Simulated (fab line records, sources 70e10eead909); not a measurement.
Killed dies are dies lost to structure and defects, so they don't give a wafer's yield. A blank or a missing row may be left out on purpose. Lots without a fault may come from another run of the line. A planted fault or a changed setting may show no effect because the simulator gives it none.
Which tool did it? | flow nand_harc | 14 lots, 42 wafers sampled, at 5 steps of a route of 1302

WHAT THE GAUGES READ, wafer by wafer
NHARC_END_SORT_01. Usual: killed_at_array 56, standard deviation 20; killed_at_other 0.9, standard deviation 1.1; killed_at_periphery 3.7, standard deviation 3; killed_dies 61, standard deviation 21; killed_open 2.9, standard deviation 1.6; killed_short 2.6, standard deviation 1.4.
lot  | measured     | on        | killed_at_array | killed_at_other | killed_at_periphery | killed_dies | killed_open | killed_short | flag
L671 | day 28 21:36 | prober-01 | 160 140 169     | 0 2 1           | 11 12 7             | 171 154 177 | 2 3 3       | 2 4 2        | OFF
L672 | day 29 06:41 | prober-02 | 131 116 129     | 1 1 1           | 2 2 2               | 134 119 132 | 2 2 4       | 1 2 2        | OFF

WHICH TOOL RAN EACH LOT (tool, then ch and the chambers of the sampled wafers, then the start)
lot  | NHARC_A_ONON_D1_DEP_00           | NHARC_THIN_TSV_STRIP_45              | NHARC_THIN_TSV_PRE_CLEAN_50             | NHARC_THIN_TSV_DEGAS_53
L661 | pecvd_onon-04 ch 0, day 8 02:30  | plasma_asher-02 ch 0,1, day 24 06:03 | pvd_sputter-02, day 24 10:08 or earlier | pvd_sputter-02, day 24 10:08
L662 | pecvd_onon-04 ch 0, day 8 12:02  | plasma_asher-02 ch 0,1, day 24 19:41 | pvd_sputter-02, day 24 23:25 or earlier | pvd_sputter-03, day 24 23:25
L663 | pecvd_onon-01 ch 0, day 9 00:25  | plasma_asher-01 ch 0,1, day 25 04:17 | pvd_sputter-02, day 25 08:01 or earlier | pvd_sputter-02, day 25 08:01
L664 | pecvd_onon-04 ch 0, day 9 08:19  | plasma_asher-02 ch 0,1, day 25 05:33 | pvd_sputter-03, day 25 09:16 or earlier | pvd_sputter-02, day 25 09:16
L666 | pecvd_onon-02 ch 0, day 9 23:02  | plasma_asher-01 ch 0,1, day 26 00:53 | pvd_sputter-02, day 26 04:39 or earlier | pvd_sputter-01, day 26 04:39
L665 | pecvd_onon-04 ch 0, day 9 23:02  | plasma_asher-02 ch 0,1, day 26 01:56 | pvd_sputter-02, day 26 05:41 or earlier | pvd_sputter-03, day 26 05:41
L667 | pecvd_onon-04 ch 0, day 10 21:47 | plasma_asher-01 ch 0,1, day 27 04:58 | pvd_sputter-01, day 27 08:41 or earlier | pvd_sputter-02, day 27 08:41
L668 | pecvd_onon-02 ch 0, day 10 21:51 | plasma_asher-01 ch 1, day 27 01:06   | pvd_sputter-02, day 27 04:50 or earlier | pvd_sputter-01, day 27 04:50
L669 | pecvd_onon-04 ch 0, day 11 14:35 | plasma_asher-01 ch 0,1, day 27 22:52 | pvd_sputter-03, day 28 02:34 or earlier | pvd_sputter-01, day 28 02:34
L670 | pecvd_onon-04 ch 0, day 11 22:35 | plasma_asher-02 ch 0,1, day 28 06:49 | pvd_sputter-01, day 28 10:32 or earlier | pvd_sputter-02, day 28 10:32
L671 | pecvd_onon-04 ch 0, day 12 04:28 | plasma_asher-01 ch 0,1, day 28 07:52 | pvd_sputter-02, day 28 11:42 or earlier | pvd_sputter-01, day 28 11:42
L672 | pecvd_onon-04 ch 0, day 12 15:17 | plasma_asher-01 ch 0,1, day 28 16:47 | pvd_sputter-03, day 28 20:31 or earlier | pvd_sputter-03, day 28 20:31
L681 | pecvd_onon-04 ch 0, day 16 11:25 | plasma_asher-02 ch 0,1, day 32 12:34 | pvd_sputter-02, day 32 14:41            | pvd_sputter-02, day 32 16:57
L683 | pecvd_onon-01 ch 0, day 17 08:05 | plasma_asher-02 ch 0,1, day 32 22:43 | pvd_sputter-02, day 33 02:23 or earlier | pvd_sputter-02, day 33 02:23
- NHARC_A_ONON_D1_DEP_00: target thk 1000 nm.
- NHARC_THIN_TSV_STRIP_45: strips in O2.
- NHARC_THIN_TSV_PRE_CLEAN_50: time 30 s.
- NHARC_THIN_TSV_DEGAS_53: time 60 s.

WHAT THE TOOLS THEMSELVES READ (means of the sampled wafers that have a number; where no wafer has one, the mark that the record gives instead)
NHARC_THIN_TSV_STRIP_45. Usual: drypump_motor_current_A 5.8 A, standard deviation 0.53; heater_power_w 342 W, standard deviation 29.
lot  | tool            | drypump_motor_current_A (A) | heater_power_w (W) | flag
L661 | plasma_asher-02 | 5.4                         | 318                |
L662 | plasma_asher-02 | 5.3                         | 341                |
L663 | plasma_asher-01 | 6.3                         | 361                |
L664 | plasma_asher-02 | 5.3                         | 342                |
L666 | plasma_asher-01 | 6.1                         | 346                |
L665 | plasma_asher-02 | 5.4                         | 320                |
L667 | plasma_asher-01 | 6.1                         | 348                |
L668 | plasma_asher-01 | 6.6                         | 368                |
L669 | plasma_asher-01 | 6.1                         | 349                |
L670 | plasma_asher-02 | 5.4                         | 320                |
L671 | plasma_asher-01 | 6.1                         | 344                |
L672 | plasma_asher-01 | 6.3                         | 360                |
L681 | plasma_asher-02 | 5.4                         | 319                |
L683 | plasma_asher-02 | 5.4                         | 321                |

NHARC_THIN_TSV_PRE_CLEAN_50. Usual: heater_power_w 394 W, standard deviation 24.
lot  | tool           | heater_power_w (W) | flag
L661 | pvd_sputter-02 | 405                |
L662 | pvd_sputter-02 | 404                |
L663 | pvd_sputter-02 | 408                |
L664 | pvd_sputter-03 | 392                |
L666 | pvd_sputter-02 | 402                |
L665 | pvd_sputter-02 | 401                |
L667 | pvd_sputter-01 | 367                |
L668 | pvd_sputter-02 | 410                |
L669 | pvd_sputter-03 | 385                |
L670 | pvd_sputter-01 | 387                |
L671 | pvd_sputter-02 | 394                |
L672 | pvd_sputter-03 | 400                |
L681 | pvd_sputter-02 | 383                |
L683 | pvd_sputter-02 | 370                |

NHARC_THIN_TSV_DEGAS_53. Usual: heater_power_w 447 W, standard deviation 28.
lot  | tool           | heater_power_w (W) | flag
L661 | pvd_sputter-02 | 465                |
L662 | pvd_sputter-03 | 439                |
L663 | pvd_sputter-02 | 466                |
L664 | pvd_sputter-02 | 470                |
L666 | pvd_sputter-01 | 453                |
L665 | pvd_sputter-03 | 446                |
L667 | pvd_sputter-02 | 473                |
L668 | pvd_sputter-01 | 457                |
L669 | pvd_sputter-01 | 455                |
L670 | pvd_sputter-02 | 440                |
L671 | pvd_sputter-01 | 464                |
L672 | pvd_sputter-03 | 459                |
L681 | pvd_sputter-02 | 445                |
L683 | pvd_sputter-02 | 444                |

THE ANSWER, worked out from the rows above alone
Rule: a lot is off if the mean of its wafers that have a number lies more than 3 standard deviations from the usual mean. A lot without any number at a reading at which 4 lots or more have one is off too. The other lots that the step has rows for count as sound. The gauges are gone through in route order, then the tools' own readings, and for those a lot's mean is taken as printed above. The first step at which some lot is off is used, and at that step the reading that is off furthest; a lot without a number counts as furthest.
Off: L671, L672, at NHARC_END_SORT_01 (killed_dies). Neither off nor sound, because the step has no rows for them: L661, L662, L663, L664, L666, L665, L667, L668, L669, L670, L681, L683.
A tool fits if, at a process step before that reading, it ran every lot that is off, and no sound lot after the first of them. The gauges at NHARC_END_SORT_01 are tried like those tools. NHARC_THIN_TSV_PRE_CLEAN_50 gives no start for some lots, so the hours and the order of its lots are those of NHARC_THIN_TSV_DEGAS_53. Can't be told from this: 2 tools fit, pecvd_onon-04 at NHARC_A_ONON_D1_DEP_00, plasma_asher-01 at NHARC_THIN_TSV_STRIP_45.

WHAT THE SIMULATOR HAD PUT IN
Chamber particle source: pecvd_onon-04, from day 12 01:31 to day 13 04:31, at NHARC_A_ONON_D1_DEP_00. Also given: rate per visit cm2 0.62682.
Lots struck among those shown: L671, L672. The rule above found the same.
